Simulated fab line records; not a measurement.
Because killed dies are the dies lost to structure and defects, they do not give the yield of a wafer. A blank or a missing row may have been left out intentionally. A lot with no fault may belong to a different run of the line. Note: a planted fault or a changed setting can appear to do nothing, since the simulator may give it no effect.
Which tool is to blame? | flow n5-finfet | Sampling: 11 lots, 32 wafers, 4 of 1938 route steps

## WHAT THE GAUGES READ, wafer by wafer
N5_BEOL_M11_CD_MEAS_18: pitch 140 nm, target cd 70 nm. Usual: 69.7 nm for cd-nm, sd 0.64.
lot  | measured     | on        | cd-nm (nm)     | flag
L965 | day 12 07:22 | cd-sem-02 | 69.4 70.7 70.1 |
L966 | day 12 14:01 | cd-sem-02 | 68.8 69.1 69.8 |
L967 | day 12 20:58 | cd-sem-03 | 69.7 70.2 69.2 |
L971 | day 13 14:35 | cd-sem-03 | 69.5 69.2 69.7 |
L969 | day 13 19:18 | cd-sem-03 | 69.1 70.3      |
L974 | day 14 03:40 | cd-sem-02 | 69.1 69.4 68.9 |
L981 | day 16 08:40 | cd-sem-03 | 70.5 70.3 69.7 |
L982 | day 16 22:30 | cd-sem-02 | 69.3 68.8 70.4 |
L984 | day 17 01:26 | cd-sem-01 | 70.9 69.8 69.3 |
L985 | day 17 06:13 | cd-sem-03 | 71.1 69.4 68.9 |
L986 | day 17 15:03 | cd-sem-03 | 69.9 70.5 69.5 |

N5_BEOL_M11_INSPECT_30: inspects for defects (brightfield). Usual: 419 for raw-defect-count, sd 98.
lot  | measured     | on                | raw-defect-count | flag
L965 | day 12 07:50 | defect-inspect-01 | 351 334 335      |
L966 | day 12 14:43 | defect-inspect-02 | 443 481 604      |
L967 | day 13 01:35 | defect-inspect-01 | 473 407 722      |
L971 | day 13 15:31 | defect-inspect-01 | 541 426 391      |
L969 | day 13 20:39 | defect-inspect-02 | 550 598          |
L974 | day 14 07:25 | defect-inspect-02 | 536 523 526      |
L981 | day 16 09:16 | defect-inspect-02 | 445 924 637      |
L982 | day 16 23:58 | defect-inspect-01 | 385 1090 290     |
L984 | day 17 01:53 | defect-inspect-02 | 362 517 453      |
L985 | day 17 07:44 | defect-inspect-01 | 291 333 353      |
L986 | day 17 15:30 | defect-inspect-01 | 278 314 300      |

## WHICH TOOL RAN EACH LOT (tool, then ch and the chambers of the sampled wafers, then the start)
lot  | N5_BEOL_M11_STRIP_67               | N5_BEOL_M11_HM_OPEN_17
L965 | rie-diel-01 ch 1,2,3, day 12 07:09 | rie-metal-02 ch 0,1, day 12 07:11
L966 | rie-diel-02 ch 1,3, day 12 13:46   | rie-metal-03 ch 0,1, day 12 13:50
L967 | rie-diel-01 ch 0,2,3, day 12 20:43 | rie-metal-02 ch 0,1, day 12 20:46
L971 | rie-diel-02 ch 1,2,3, day 13 14:22 | rie-metal-02 ch 0,1, day 13 14:25
L969 | rie-diel-02 ch 1,3, day 13 19:05   | rie-metal-02 ch 0,1, day 13 19:09
L974 | rie-diel-02 ch 0,1, day 14 03:26   | rie-metal-03 ch 0,1, day 14 03:29
L981 | rie-diel-01 ch 0,1,2, day 16 08:26 | rie-metal-03 ch 0,1, day 16 08:28
L982 | rie-diel-02 ch 0,1,2, day 16 22:11 | rie-metal-03 ch 0,1, day 16 22:13
L984 | rie-diel-02 ch 0,1, day 17 01:09   | rie-metal-02 ch 0,1, day 17 01:11
L985 | rie-diel-01 ch 0,1, day 17 06:00   | rie-metal-02 ch 0,1, day 17 06:02
L986 | rie-diel-02 ch 1,3, day 17 14:49   | rie-metal-02 ch 0,1, day 17 14:53
- N5_BEOL_M11_STRIP_67: strips in CF4.
- N5_BEOL_M11_HM_OPEN_17: chemistry Cl2/BCl3, target TiN, target depth 20 nm, overetch 6 nm.

## AS READ BY THE TOOLS THEMSELVES (means over the sampled wafers that have a number; for cases with no such wafer, the mark the record gives instead)
N5_BEOL_M11_STRIP_67. Usual: drypump-motor-current-A 5.85 A, standard deviation 0.29; oes-product-au 0.76 a.u., standard deviation 0.094; rf-vpp-V 271.2 V, standard deviation 1.4; showerhead-plenum-p-Torr 1.79 Torr, standard deviation 0.056; throttle-valve-pct 13.65 %, standard deviation 0.23.
lot  | tool        | drypump-motor-current-A (A) | oes-product-au (a.u.) | rf-vpp-V (V) | showerhead-plenum-p-Torr (Torr) | throttle-valve-pct (%) | flag
L965 | rie-diel-01 | 5.80                        | 0.76                  | 271.4        | 1.79                            | 13.66                  |
L966 | rie-diel-02 | 5.98                        | 0.88                  | 271.2        | 1.83                            | 13.45                  |
L967 | rie-diel-01 | 5.60                        | 0.80                  | 269.9        | 1.77                            | 13.42                  |
L971 | rie-diel-02 | 5.85                        | 0.78                  | 272.1        | 1.84                            | 13.65                  |
L969 | rie-diel-02 | 6.06                        | 0.82                  | 272.0        | 1.83                            | 13.53                  |
L974 | rie-diel-02 | 6.15                        | 0.70                  | 270.7        | 1.80                            | 13.71                  |
L981 | rie-diel-01 | 5.83                        | 0.78                  | 270.8        | 1.79                            | 13.66                  |
L982 | rie-diel-02 | 5.87                        | 0.69                  | 270.9        | 1.79                            | 13.82                  |
L984 | rie-diel-02 | 5.99                        | 0.68                  | 270.0        | 1.74                            | 13.78                  |
L985 | rie-diel-01 | 6.04                        | 0.73                  | 271.1        | 1.83                            | 13.91                  |
L986 | rie-diel-02 | 6.15                        | 0.75                  | 271.5        | 1.83                            | 13.64                  |

N5_BEOL_M11_HM_OPEN_17. Usual: drypump-motor-current-A 5.86 A, standard deviation 0.29; oes-product-au 0.66 a.u., standard deviation 0.062; throttle-valve-pct 22.09 %, standard deviation 0.16.
lot  | tool         | drypump-motor-current-A (A) | oes-product-au (a.u.) | throttle-valve-pct (%) | flag
L965 | rie-metal-02 | 5.70                        | 0.61                  | 22.07                  |
L966 | rie-metal-03 | 5.92                        | 0.78                  | 22.09                  |
L967 | rie-metal-02 | 5.83                        | 0.64                  | 21.99                  |
L971 | rie-metal-02 | 5.84                        | 0.63                  | 22.01                  |
L969 | rie-metal-02 | 5.78                        | 0.61                  | 22.04                  |
L974 | rie-metal-03 | 5.89                        | 0.73                  | 22.01                  |
L981 | rie-metal-03 | 5.89                        | 0.71                  | 22.03                  |
L982 | rie-metal-03 | 5.87                        | 0.70                  | 22.03                  |
L984 | rie-metal-02 | 5.84                        | 0.62                  | 22.00                  |
L985 | rie-metal-02 | 5.83                        | 0.62                  | 22.02                  |
L986 | rie-metal-02 | 5.71                        | 0.59                  | 22.10                  |

## THE ANSWER, worked out from the rows above alone
Rule: lot off if the mean of its wafers having a number is beyond 3 standard deviations from the usual mean. Also off: a lot with no number at a reading for which 4 or more lots have one. All remaining lots with rows at the step are treated as sound. After the gauges, taken in route order, come the tools' own readings; for these a lot's mean is taken, as printed above. The first step at which some lot is off is used, and at that step the reading that is off furthest; a lot without a number counts as furthest.
Nothing can be told from this: no lot is off at any reading shown.

## WHAT THE SIMULATOR HAD INSERTED
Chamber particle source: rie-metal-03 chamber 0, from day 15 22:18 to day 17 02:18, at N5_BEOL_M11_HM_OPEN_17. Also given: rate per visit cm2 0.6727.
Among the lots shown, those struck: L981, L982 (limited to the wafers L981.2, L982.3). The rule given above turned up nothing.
